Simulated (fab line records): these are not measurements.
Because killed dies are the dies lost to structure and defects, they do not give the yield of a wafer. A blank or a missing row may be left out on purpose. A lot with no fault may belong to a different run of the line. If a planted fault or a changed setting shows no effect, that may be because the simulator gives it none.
Which tool did it?	flow n5-finfet	21 lots, 63 wafers sampled, at 6 steps of a route of 1938

## WHAT THE GAUGES SHOWED, per wafer
Not one reading of a measure or inspect step in the record can be checked against a usual standard deviation.

## WHICH TOOL RAN EACH LOT (tool, then ch and the chambers of the sampled wafers, then the start)
lot	N5_WELL_APT_DESCUM_30	N5_FIN_SAQP_ETCH_65	N5_FIN_SAQP_RECESS_63	N5_FIN_SAQP_ETCH_67	N5_FIN_SAQP_RECESS_71	N5_FIN_SAQP_ETCH_34
L074	rie-diel-01 ch 0,1,2, day 1 15:13	rie-si-01 ch 0,2,3, day 2 01:17	vapor-etch-02 ch 1, day 2 01:24	rie-diel-02 ch 1,3, day 2 01:55	vapor-etch-02 ch 0,1, day 2 02:01	rie-diel-01 ch 0,1,3, day 2 02:49
L075	rie-diel-02 ch 0,1,2, day 1 21:17	rie-si-05 ch 0,1, day 2 06:22	vapor-etch-01 ch 0,1, day 2 06:28	rie-diel-02 ch 1,2,3, day 2 06:59	vapor-etch-01 ch 0,1, day 2 07:05	rie-diel-02 ch 0,1, day 2 08:01
L076	rie-diel-06 ch 0,2, day 2 02:54	rie-si-05 ch 2,3, day 2 12:01	vapor-etch-02 ch 0,1, day 2 12:08	rie-diel-01 ch 0,1,2, day 2 12:41	vapor-etch-01 ch 0,1, day 2 12:48	rie-diel-01 ch 0,1,2, day 2 13:43
L077	rie-diel-02 ch 0,1,3, day 2 09:02	rie-si-05 ch 0,1,3, day 2 17:34	vapor-etch-01 ch 0,1, day 2 17:41	rie-diel-06 ch 0,2,3, day 2 18:15	vapor-etch-02 ch 0,1, day 2 18:21	rie-diel-02 ch 0,2,3, day 2 19:23
L079	rie-diel-02 ch 1,2,3, day 2 21:35	rie-si-04 ch 1,2,3, day 3 07:19	vapor-etch-02 ch 0,1, day 3 07:26	rie-diel-01 ch 0,2,3, day 3 07:56	vapor-etch-01 ch 0, day 3 08:02	rie-diel-06 ch 0,1,3, day 3 09:05
L080	rie-diel-06 ch 2,3, day 3 03:06	rie-si-05 ch 0,3, day 3 13:22	vapor-etch-01 ch 0,1, day 3 13:29	rie-diel-02 ch 2,3, day 3 14:02	vapor-etch-01 ch 0, day 3 14:08	rie-diel-02 ch 0,2,3, day 3 14:56
L081	rie-diel-01 ch 0,2,3, day 3 09:14	rie-si-01 ch 2,3, day 3 19:04	vapor-etch-01 ch 0,1, day 3 19:10	rie-diel-01 ch 1,2,3, day 3 19:41	vapor-etch-01 ch 0,1, day 3 19:47	rie-diel-02 ch 0,1, day 3 20:43
L082	rie-diel-01 ch 0,1,2, day 3 14:53	rie-si-04 ch 1,3, day 3 23:29	vapor-etch-02 ch 0,1, day 3 23:35	rie-diel-02 ch 0,1,2, day 4 00:06	vapor-etch-02 ch 0,1, day 4 00:12	rie-diel-06 ch 0,1,3, day 4 01:25
L083	rie-diel-01 ch 0,2,3, day 3 20:53	rie-si-01 ch 1,2,3, day 4 05:39	vapor-etch-01 ch 0,1, day 4 05:46	rie-diel-01 ch 0,2, day 4 06:16	vapor-etch-01 ch 0,1, day 4 06:23	rie-diel-02 ch 0,3, day 4 07:10
L084	rie-diel-01 ch 0,3, day 4 03:50	rie-si-01 ch 0,3, day 4 12:37	vapor-etch-02 ch 0,1, day 4 12:44	rie-diel-06 ch 0,2,3, day 4 13:15	vapor-etch-02 ch 0,1, day 4 13:44	rie-diel-01 ch 0,3, day 4 15:22
L085	rie-diel-02 ch 0,3, day 4 08:55	rie-si-01 ch 1,2, day 4 18:56	vapor-etch-01 ch 0,1, day 4 19:03	rie-diel-06 ch 0,1,3, day 4 19:34	vapor-etch-02 ch 0,1, day 4 19:40	rie-diel-01 ch 0,2,3, day 4 20:40
L086	rie-diel-02 ch 0,2, day 4 15:17	rie-si-04 ch 0,1,2, day 5 03:31	vapor-etch-02 ch 0,1, day 5 03:37	rie-diel-01 ch 0,2,3, day 5 04:08	vapor-etch-01 ch 0,1, day 5 04:14	rie-diel-01 ch 2,3, day 5 05:05
L087	rie-diel-01 ch 0,2, day 4 21:05	rie-si-04 ch 1,2, day 5 08:35	vapor-etch-01 ch 0,1, day 5 08:41	rie-diel-02 ch 1,2, day 5 09:14	vapor-etch-02 ch 0,1, day 5 09:20	rie-diel-01 ch 1,3, day 5 10:11
L088	rie-diel-01 ch 0,3, day 5 03:04	rie-si-04 ch 0,1,2, day 5 12:13	vapor-etch-02 ch 0,1, day 5 12:20	rie-diel-06 ch 1,2,3, day 5 12:53	vapor-etch-01 ch 0,1, day 5 12:59	rie-diel-02 ch 1,2,3, day 5 13:47
L089	rie-diel-02 ch 0,2,3, day 5 09:06	rie-si-04 ch 2,3, day 5 18:13	vapor-etch-02 ch 0, day 5 18:20	rie-diel-02 ch 0,1,2, day 5 18:50	vapor-etch-02 ch 0,1, day 5 18:56	rie-diel-02 ch 0,2, day 5 19:56
L091	rie-diel-02 ch 1,2, day 5 20:55	rie-si-01 ch 0,2,3, day 6 06:46	vapor-etch-02 ch 0,1, day 6 06:52	rie-diel-06 ch 0,1, day 6 07:23	vapor-etch-02 ch 0,1, day 6 07:29	rie-diel-02 ch 0,2,3, day 6 08:31
L092	rie-diel-02 ch 1,2, day 6 03:16	rie-si-04 ch 0,3, day 6 11:53	vapor-etch-01 ch 0,1, day 6 12:07	rie-diel-06 ch 1,2,3, day 6 12:31	vapor-etch-02 ch 0,1, day 6 12:39	rie-diel-01 ch 0,2,3, day 6 13:25
L093	rie-diel-02 ch 0,2,3, day 6 09:29	rie-si-01 ch 0,1,3, day 6 18:23	vapor-etch-01 ch 0,1, day 6 18:30	rie-diel-01 ch 0,1,2, day 6 19:04	vapor-etch-02 ch 0,1, day 6 19:10	rie-diel-02 ch 0,2,3, day 6 19:58
L094	rie-diel-06 ch 0,1,2, day 6 14:56	rie-si-01 ch 0,3, day 7 00:17	vapor-etch-01 ch 0,1, day 7 00:31	rie-diel-02 ch 1,2, day 7 01:05	vapor-etch-01 ch 0,1, day 7 01:14	rie-diel-02 ch 0,1,2, day 7 02:02
L095	rie-diel-01 ch 0,1,3, day 6 21:13	rie-si-01 ch 0,1,2, day 7 08:13	vapor-etch-01 ch 0,1, day 7 08:19	rie-diel-01 ch 1,2, day 7 08:50	vapor-etch-02 ch 0,1, day 7 08:56	rie-diel-06 ch 0,2, day 7 09:50
L097	rie-diel-01 ch 1,3, day 7 09:47	rie-si-04 ch 0,1,2, day 7 19:32	vapor-etch-01 ch 0,1, day 7 19:46	rie-diel-01 ch 0,2, day 7 20:23	vapor-etch-02 ch 0,1, day 7 20:32	rie-diel-01 ch 1,3, day 7 22:13
- N5_WELL_APT_DESCUM_30: chemistry O2, time 7.9 s.
- N5_FIN_SAQP_ETCH_65: etches SiO2 in CF4, target depth 4 nm, time 4.4 s.
- N5_FIN_SAQP_RECESS_63: chemistry HF/NH3, target SiO2, target depth 18 nm, afs cycles 3, sublimation time 60 s.
- N5_FIN_SAQP_ETCH_67: etches SiNx in CH3F/O2, target depth 30 nm.
- N5_FIN_SAQP_RECESS_71: chemistry HF/NH3, target SiO2, target depth 3 nm, afs cycles 1, sublimation time 60 s.
- N5_FIN_SAQP_ETCH_34: etches SiO2 in C4F6/O2, target depth 45 nm, time 15 s.

## WHAT THE TOOLS THEMSELVES READ (means of the sampled wafers that have a number; where no wafer has one, the mark that the record gives instead)
N5_WELL_APT_DESCUM_30. Usual: bias-power-w 20.00 W, standard deviation 0.059; drypump-motor-current-A 5.5 A, standard deviation 0.33; oes-product-au 0.79 a.u., standard deviation 0.061; rf-vpp-V 243.2 V, standard deviation 1.3; showerhead-plenum-p-Torr 2.10 Torr, standard deviation 0.066; throttle-valve-pct 20.57 %, standard deviation 0.23.
lot	tool	bias-power-w (W)	drypump-motor-current-A (A)	oes-product-au (a.u.)	rf-vpp-V (V)	showerhead-plenum-p-Torr (Torr)	throttle-valve-pct (%)	flag
L074	rie-diel-01	20.03	5.7	0.82	244.1	2.14	20.54	
L075	rie-diel-02	19.99	5.6	0.80	241.9	2.05	20.49	
L076	rie-diel-06	20.04	5.2	0.74	245.5	2.19	20.68	
L077	rie-diel-02	19.96	5.5	0.80	242.8	2.12	20.52	
L079	rie-diel-02	19.99	5.2	0.78	243.7	2.11	20.75	
L080	rie-diel-06	19.94	5.6	0.77	243.7	2.06	20.39	
L081	rie-diel-01	20.00	5.7	0.84	243.5	2.11	20.50	
L082	rie-diel-01	20.06	5.7	0.81	244.5	2.13	20.56	
L083	rie-diel-01	20.02	5.7	0.84	244.0	2.11	20.51	
L084	rie-diel-01	20.00	5.8	0.84	243.7	2.11	20.48	
L085	rie-diel-02	20.01	5.8	0.79	242.0	2.08	20.45	
L086	rie-diel-02	20.04	5.8	0.78	241.6	2.01	20.45	
L087	rie-diel-01	19.92	5.7	0.85	243.4	2.13	20.52	
L088	rie-diel-01	19.98	5.7	0.79	243.1	2.10	20.52	
L089	rie-diel-02	19.98	5.5	0.76	242.2	2.07	20.68	
L091	rie-diel-02	20.03	5.3	0.75	242.5	2.04	20.77	
L092	rie-diel-02	19.97	5.3	0.75	242.3	2.04	20.77	
L093	rie-diel-02	19.98	5.5	0.75	242.6	2.06	20.71	
L094	rie-diel-06	20.04	5.2	0.71	243.1	2.13	20.57	
L095	rie-diel-01	20.04	5.7	0.85	244.2	2.11	20.43	
L097	rie-diel-01	20.02	5.8	0.87	243.5	2.11	20.35	

N5_FIN_SAQP_ETCH_65. Usual: bias-w 399.8 W, standard deviation 1.3; drypump-motor-current-A 5.6 A, standard deviation 0.45; oes-product-au 1.000 a.u., standard deviation 0.018; throttle-valve-pct 21.79 %, standard deviation 0.27.
lot	tool	bias-w (W)	drypump-motor-current-A (A)	oes-product-au (a.u.)	throttle-valve-pct (%)	flag
L074	rie-si-01	399.8	5.8	0.990	21.83	
L075	rie-si-05	400.1	6.3	0.984	21.29	
L076	rie-si-05	399.8	5.4	0.997	21.87	
L077	rie-si-05	397.9	6.1	0.985	21.40	
L079	rie-si-04	400.3	5.4	1.003	21.81	
L080	rie-si-05	400.2	5.8	0.985	21.52	
L081	rie-si-01	400.0	5.7	1.029	22.02	
L082	rie-si-04	400.9	5.7	1.011	21.85	
L083	rie-si-01	400.0	5.6	1.011	22.07	
L084	rie-si-01	399.8	5.9	1.001	21.92	
L085	rie-si-01	399.3	5.5	1.008	22.09	
L086	rie-si-04	401.0	5.2	1.017	21.75	
L087	rie-si-04	399.8	5.6	1.022	21.86	
L088	rie-si-04	399.2	5.2	1.007	21.75	
L089	rie-si-04	400.4	5.2	0.991	21.75	
L091	rie-si-01	399.2	5.8	0.997	21.83	
L092	rie-si-04	399.8	5.2	0.998	21.70	
L093	rie-si-01	399.1	5.8	1.005	21.96	
L094	rie-si-01	399.4	5.9	1.002	21.93	
L095	rie-si-01	399.5	5.7	0.988	21.86	
L097	rie-si-04	401.0	5.2	1.014	21.76	

N5_FIN_SAQP_RECESS_63. Usual: drypump-motor-current-A at 5.73 A, with a standard deviation of 0.21.
lot	tool	drypump-motor-current-A (A)	flag
L074	vapor-etch-02	5.95	
L075	vapor-etch-01	5.56	
L076	vapor-etch-02	5.95	
L077	vapor-etch-01	5.55	
L079	vapor-etch-02	5.97	
L080	vapor-etch-01	5.54	
L081	vapor-etch-01	5.66	
L082	vapor-etch-02	5.96	
L083	vapor-etch-01	5.55	
L084	vapor-etch-02	5.93	
L085	vapor-etch-01	5.66	
L086	vapor-etch-02	5.96	
L087	vapor-etch-01	5.66	
L088	vapor-etch-02	5.94	
L089	vapor-etch-02	5.89	
L091	vapor-etch-02	5.97	
L092	vapor-etch-01	5.66	
L093	vapor-etch-01	5.64	
L094	vapor-etch-01	5.65	
L095	vapor-etch-01	5.67	
L097	vapor-etch-01	5.56	

N5_FIN_SAQP_ETCH_67. Usual: bias-w is 72.99 W with standard deviation 0.22, drypump-motor-current-A is 5.5 A with standard deviation 0.33, oes_f_703_au is 0.78 a.u. with standard deviation 0.059, oes-product-au is 0.78 a.u. with standard deviation 0.06, rf-vpp-V is 298 V with standard deviation 6.1, showerhead-plenum-p-Torr is 2.01 Torr with standard deviation 0.06, and throttle-valve-pct is 16.51 % with standard deviation 0.18.
lot	tool	bias-w (W)	drypump-motor-current-A (A)	oes_f_703_au (a.u.)	oes-product-au (a.u.)	rf-vpp-V (V)	showerhead-plenum-p-Torr (Torr)	throttle-valve-pct (%)	flag
L074	rie-diel-02	72.97	5.2	0.79	0.80	297	2.04	16.42	
L075	rie-diel-02	73.13	5.2	0.77	0.78	302	2.01	16.58	
L076	rie-diel-01	73.22	5.7	0.82	0.81	300	2.04	16.47	
L077	rie-diel-06	72.87	5.4	0.77	0.76	292	2.04	16.51	
L079	rie-diel-01	73.08	5.7	0.85	0.85	298	2.03	16.42	
L080	rie-diel-02	72.95	5.2	0.75	0.75	306	1.97	16.76	
L081	rie-diel-01	73.01	5.7	0.77	0.77	299	2.02	16.54	
L082	rie-diel-02	72.98	5.5	0.77	0.77	297	1.96	16.45	
L083	rie-diel-01	73.04	5.7	0.86	0.86	298	2.03	16.37	
L084	rie-diel-06	72.86	5.4	0.76	0.75	294	2.04	16.55	
L085	rie-diel-06	73.17	5.4	0.76	0.74	294	2.00	16.57	
L086	rie-diel-01	73.05	5.7	0.82	0.81	298	2.02	16.45	
L087	rie-diel-02	73.03	5.2	0.76	0.76	298	1.98	16.47	
L088	rie-diel-06	72.95	5.4	0.74	0.73	297	2.00	16.54	
L089	rie-diel-02	73.04	5.6	0.76	0.77	297	1.95	16.47	
L091	rie-diel-06	73.03	5.2	0.73	0.71	296	2.04	16.68	
L092	rie-diel-06	72.80	5.4	0.73	0.72	296	2.00	16.55	
L093	rie-diel-01	72.91	5.7	0.87	0.86	298	2.03	16.37	
L094	rie-diel-02	72.72	5.3	0.73	0.75	301	1.94	16.66	
L095	rie-diel-01	72.91	5.7	0.86	0.84	297	2.03	16.36	
L097	rie-diel-01	73.14	5.6	0.82	0.82	295	2.02	16.44	

N5_FIN_SAQP_RECESS_71. Usual: drypump-motor-current-A at 5.82 A, with a standard deviation of 0.2.
lot	tool	drypump-motor-current-A (A)	flag
L074	vapor-etch-02	5.95	
L075	vapor-etch-01	5.66	
L076	vapor-etch-01	5.69	
L077	vapor-etch-02	5.96	
L079	vapor-etch-01	5.77	
L080	vapor-etch-01	5.78	
L081	vapor-etch-01	5.55	
L082	vapor-etch-02	5.96	
L083	vapor-etch-01	5.55	
L084	vapor-etch-02	5.92	
L085	vapor-etch-02	5.94	
L086	vapor-etch-01	5.67	
L087	vapor-etch-02	5.93	
L088	vapor-etch-01	5.55	
L089	vapor-etch-02	5.94	
L091	vapor-etch-02	5.96	
L092	vapor-etch-02	5.96	
L093	vapor-etch-02	5.93	
L094	vapor-etch-01	5.55	
L095	vapor-etch-02	5.94	
L097	vapor-etch-02	5.96	

N5_FIN_SAQP_ETCH_34. Usual: bias-w 185.0 W, standard deviation 0.6; drypump-motor-current-A 5.5 A, standard deviation 0.35; etch-rf-on-time-s 14.94 s, standard deviation 0.19; oes_f_703_au 0.78 a.u., standard deviation 0.057; oes-product-au 0.67 a.u., standard deviation 0.05; rf-vpp-V 668 V, standard deviation 14; showerhead-plenum-p-Torr 2.85 Torr, standard deviation 0.082; throttle-valve-pct 21.23 %, standard deviation 0.2.
lot	tool	bias-w (W)	drypump-motor-current-A (A)	etch-rf-on-time-s (s)	oes_f_703_au (a.u.)	oes-product-au (a.u.)	rf-vpp-V (V)	showerhead-plenum-p-Torr (Torr)	throttle-valve-pct (%)	flag
L074	rie-diel-01	185.3	5.7	14.75	0.79	0.68	675	2.89	21.24	
L075	rie-diel-02	184.9	5.5	14.92	0.81	0.69	656	2.84	20.95	
L076	rie-diel-01	185.7	5.7	15.06	0.82	0.70	672	2.90	21.22	
L077	rie-diel-02	185.2	5.5	14.92	0.77	0.67	676	2.82	21.32	
L079	rie-diel-06	184.3	5.4	15.21	0.76	0.64	659	2.86	21.28	
L080	rie-diel-02	184.8	5.5	14.80	0.77	0.66	674	2.82	21.33	
L081	rie-diel-02	184.5	5.6	15.04	0.79	0.68	655	2.83	20.97	
L082	rie-diel-06	185.2	5.4	15.25	0.75	0.63	659	2.85	21.29	
L083	rie-diel-02	184.7	5.5	14.91	0.77	0.66	676	2.89	21.33	
L084	rie-diel-01	184.4	5.7	14.63	0.80	0.69	672	2.86	21.23	
L085	rie-diel-01	185.0	5.7	15.01	0.82	0.70	666	2.87	21.19	
L086	rie-diel-01	185.3	5.7	15.00	0.80	0.66	667	2.85	21.22	
L087	rie-diel-01	184.7	5.7	14.67	0.90	0.79	677	2.89	21.06	
L088	rie-diel-02	185.2	5.2	14.88	0.75	0.65	675	2.85	21.36	
L089	rie-diel-02	185.5	5.9	14.94	0.76	0.66	663	2.75	21.17	
L091	rie-diel-02	185.1	5.5	14.78	0.75	0.65	675	2.81	21.35	
L092	rie-diel-01	185.4	5.7	14.86	0.81	0.69	666	2.87	21.21	
L093	rie-diel-02	185.0	5.5	15.03	0.75	0.64	673	2.81	21.36	
L094	rie-diel-02	184.7	5.5	15.01	0.75	0.64	664	2.77	21.19	
L095	rie-diel-06	185.8	5.1	15.01	0.71	0.61	664	2.96	21.34	
L097	rie-diel-01	184.7	5.7	14.72	0.80	0.69	674	2.85	21.19	

## THE ANSWER, worked out from the rows above alone
Rule: take the mean of a lot's wafers that have a number; if it is more than 3 standard deviations from the usual mean, the lot is off. Also off: a lot with no number at a reading for which 4 or more lots have one. Any other lot the step has rows for is counted as sound. Order of review: gauges by route order, followed by the tools' own readings, for which a lot's mean as printed above is used. The first step at which some lot is off is used, and at that step the reading that is off furthest; a lot without a number counts as furthest.
Across all readings shown, no lot is off: no conclusion can be drawn from this.

## WHAT WAS PUT IN BY THE SIMULATOR
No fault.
